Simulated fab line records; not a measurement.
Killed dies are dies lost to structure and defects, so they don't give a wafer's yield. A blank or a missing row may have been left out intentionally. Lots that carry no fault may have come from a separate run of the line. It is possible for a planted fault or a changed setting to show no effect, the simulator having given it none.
Problem report in the 8D (eight disciplines) form, filled by code -- flow n5Finfet -- the parts of the form that need people (team, actions taken, sign-off) are left out

== 1. PROBLEM STATEMENT ==
Wafers without a fault read 55.5 nm, standard deviation 1.3; trenchDepthNm at N5_BEOL_M4_OCD_MEAS_38 reads a mean of 34.3 nm on 4 wafers belonging to 3 lots. Measured from the usual mean, that is -16 standard deviations.
First seen on wafer L192.1, day 13 01:28, on ocd-01. At this step, 21 wafers from 8 lots have a number in the record. By rule, "out" or "out of limits" means more than 4 standard deviations away from the usual mean. All remaining wafers that have a number are taken as sound.

== 2. WHAT IT IS, AND WHAT IT ISN'T ==
question,is,is not
which readings at this step,trenchDepthNm,-
which lots,"L187, L192, L193","L178, L180, L182, L184, L195"
which wafers of those lots,"L187.6, L192.1, L192.6, L193.1","L187.4, L193.3"
read on which gauges,ocd-01,ocd-02
when,from day 13 01:28,"up to then (12 sound wafers); but 5 sound wafers of L187, L193, L195 came after"

== 3. SUSPECTS, AND WHAT RULES EACH OUT ==
Counting: any tool at a process step up to the reading remains a suspect provided it ran every lot that is out. Sound lots after the first of them don't rule it out here, since some wafers of a struck lot are sound.
- the gauge at N5_BEOL_M4_OCD_MEAS_38: ruled out. All the wafers that are out were read on ocd-01, but those of them that N5_BEOL_M4_THK_MEAS_53 has rows for are out there too, on other tools.
- rieDiel-02 at N5_BEOL_M4_ETCH_70 (etches SOC in N2/H2, target depth 80 nm, overetch 24 nm, time 130 s): kept. It ran every lot that is out, first L192 (day 13 01:07); its last sound lot up to then is L184 (day 9 05:04).
- rieDiel-02 at N5_BEOL_M4_VIA_ETCH_34 (etches the open film in C4F6/O2, target depth 69.4 nm, time 65.9 s): kept. It ran every lot that is out, first L192 (day 13 01:13); its last sound lot up to then is L184 (day 9 05:11).
- rieDiel-02 at N5_BEOL_M4_TRENCH_ETCH_37 (etches SiOC in C4F6/O2, target depth 55.555 nm, time 29.2 s): kept. It ran every lot that is out, first L192 (day 13 01:19); its last sound lot up to then is L184 (day 9 05:17).
- Within rieDiel-02 at N5_BEOL_M4_ETCH_70: the wafers that are out ran in chambers 1, 2; their sound lot-mates ran in chamber 3.
- Within rieDiel-02 at N5_BEOL_M4_VIA_ETCH_34: the wafers that are out ran in chambers 1, 2; their sound lot-mates ran in chamber 3.
- Within rieDiel-02 at N5_BEOL_M4_TRENCH_ETCH_37: the wafers that are out ran in chambers 1, 2; their sound lot-mates ran in chamber 3.
After the count, these remain: rieDiel-02 at N5_BEOL_M4_ETCH_70, rieDiel-02 at N5_BEOL_M4_VIA_ETCH_34 and rieDiel-02 at N5_BEOL_M4_TRENCH_ETCH_37.

== 4. THE CAUSE (what the simulator had put in) ==
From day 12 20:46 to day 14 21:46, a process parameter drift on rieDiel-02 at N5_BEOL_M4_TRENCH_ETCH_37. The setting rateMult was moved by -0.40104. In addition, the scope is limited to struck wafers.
3 suspects survive the count, and this tool is in that group.

== 5. SEQUENCE OF EFFECTS, ordered by route ==
Each row: a reading whose mean over the struck wafers that have a number lies more than 3 standard deviations from the usual. Only readings for which the record gives a usual standard deviation are gone through. hours: the time from each lot's start at the first step in this table that gives one to its start at this step, as a median over the lots. sigmas: the change in usual standard deviations.
hours,step,reading,usual,on struck wafers,change,sigmas
0,N5_BEOL_M4_OCD_MEAS_38,trenchDepthNm,55.5 nm,34.3,-21.2,-16
5,N5_BEOL_M4_THK_MEAS_53,M4_THK,40.1 nm,19.5,-20.6,-12
6,N5_BEOL_M4_RS_MEAS_58,M4_RS,0.67 ohm/sq,1.76,+1.09,+30
6,N5_BEOL_M4_RC_MEAS_101,SERP_M4,192 ohm/um,438,+246,+14
6,N5_BEOL_M4_RC_MEAS_101,SERP_M4_max_site,205 ohm/um,478,+273,+15
113,N5_PASSIVATION_PROBE_49,defectLimitedYield,91.0 %,71.6,-19.4,-13
113,N5_PASSIVATION_PROBE_49,killed_at_M4_up,13,223,+210,+45
113,N5_PASSIVATION_PROBE_49,killedDies,106,335,+229,+13
113,N5_PASSIVATION_PROBE_49,killedOnRim,14,44,+30,+7.0
113,N5_PASSIVATION_PROBE_49,sort_bin_8_speed,0.00 %,17.80,+17.80,+99 or more
113,N5_PASSIVATION_PROBE_49,sortNPass,1074,845,-229,-13
Process steps it contains:
- N5_PASSIVATION_PROBE_49
Later steps that measure or inspect, where all struck wafers having a row at the step show a number for every such reading and not one has moved that far: N5_BEOL_M4_CD_MEAS_35.

== 6. HOW IT WOULD HAVE BEEN CAUGHT EARLIER ==
Counted from the fault's start at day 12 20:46, it took 5 hours until the first out-of-limits reading at a measuring or inspecting step in this record, taken at day 13 01:28.
Of the tool readings at N5_BEOL_M4_TRENCH_ETCH_37 for which the record gives a usual standard deviation, none was out on any struck wafer, so an alarm limit of 4 standard deviations on them would not have fired.
Among the 3 lots that are out, L187, L193 began N5_BEOL_M4_TRENCH_ETCH_37 on rieDiel-02 after day 13 01:28. A hold on the tool at that time would have spared those 2.
